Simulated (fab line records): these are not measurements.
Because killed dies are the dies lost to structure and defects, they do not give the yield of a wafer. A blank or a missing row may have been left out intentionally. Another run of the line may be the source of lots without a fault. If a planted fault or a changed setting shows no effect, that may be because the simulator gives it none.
Chamber matching    flow nandHarc    4 sister chambers for NHARC_HYBRID_BOND_ACTIVATE_00 on rieDiel-09
The step chemistry N2, time 60 s. 4 wafers are shown with their chamber, then 8 later ones without.

## WAFERS WITH THEIR CHAMBER
wafer   chamber  drypumpMotorCurrentA (A)
L792.3  3        4.8
L806.4  2        5.7
L806.6  0        5.6
L809.1  1        6.3

## WAFERS WITH NO CHAMBER GIVEN
wafer   drypumpMotorCurrentA (A)
L809.2  5.7
L809.6  5.7
L810.3  5.6
L810.4  4.9
L810.6  5.6
L812.3  4.9
L812.4  5.7
L812.5  4.9

## THE CHAMBER EACH PASSED THROUGH
wafer   from the rows above      in truth
L809.2  can't be placed: 2 or 0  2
L809.6  can't be placed: 2 or 0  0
L810.3  can't be placed: 0 or 2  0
L810.4  3                        3
L810.6  can't be placed: 0 or 2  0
L812.3  3                        3
L812.4  can't be placed: 2 or 0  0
L812.5  3                        3
Placed correctly: 3 of 8. From these rows, 5 cannot be placed; in 5 the true chamber is one of the candidates. Number placed wrongly: 0.
How it was worked out, from the rows above alone: a wafer's distance from a chamber is the root of the sum, over the readings, of the square of ((its reading less the chamber's mean) divided by the reading's scatter). The wafer belongs to the nearest chamber; if the next one is less than 2 further off, it can't be placed. Each chamber's mean is taken over the wafers shown for it. The scatter: with one shown wafer a chamber, the root of the mean of the squares of how far each hidden wafer lies from its nearest shown one.
